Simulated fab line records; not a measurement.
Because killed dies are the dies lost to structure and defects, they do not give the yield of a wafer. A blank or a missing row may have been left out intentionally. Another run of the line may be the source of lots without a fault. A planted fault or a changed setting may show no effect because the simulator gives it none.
Matching of chambers -- flow n5_finfet -- N5_BEOL_M7_VIA_ETCH_34 on rie_diel-03: 4 sister chambers
The step etches SiCOH lowk in C4F6/O2, target depth 125.5 nm, time 50.5 s. 8 wafers are shown with their chamber, then 11 later ones without.

WAFERS WITH THEIR CHAMBER
wafer,chamber,showerhead_plenum_p_Torr (Torr),drypump_motor_current_A (A)
L078.6,1,2.64,5.23
L082.6,2,2.84,5.32
L083.3,1,2.63,5.22
L083.5,2,2.84,5.31
L090.1,3,2.79,5.71
L090.4,0,2.81,5.57
L090.5,0,2.81,5.57
L091.3,3,2.79,5.69

WAFERS WITHOUT THEIR CHAMBER
wafer,showerhead_plenum_p_Torr (Torr),drypump_motor_current_A (A)
L091.4,2.80,5.59
L091.5,2.79,5.72
L095.2,2.83,5.34
L095.5,2.62,5.22
L095.6,2.80,5.53
L096.1,2.78,5.71
L096.2,2.80,5.60
L096.3,2.83,5.37
L097.2,2.83,5.28
L097.4,2.78,5.71
L097.6,2.83,5.29

WHICH CHAMBER EACH ONE RAN IN
wafer,from the rows above,in truth
L091.4,0,0
L091.5,3,3
L095.2,2,2
L095.5,1,1
L095.6,0,0
L096.1,3,3
L096.2,0,0
L096.3,2,2
L097.2,2,2
L097.4,3,3
L097.6,2,2
Placed correctly: 11 of 11. Can't be placed from these rows: 0. Placed wrongly: 0.
How it was worked out, from the rows above alone: a wafer's distance from a chamber is the root of the sum, over the readings, of the square of ((its reading less the chamber's mean) divided by the reading's scatter). The wafer belongs to the nearest chamber; if the next one is less than 2 further off, it can't be placed. A chamber's mean is the mean of its shown wafers. The scatter is the square root of a quotient: the sum, over the shown wafers, of each reading's squared deviation from its chamber's mean, divided by wafers minus chambers.
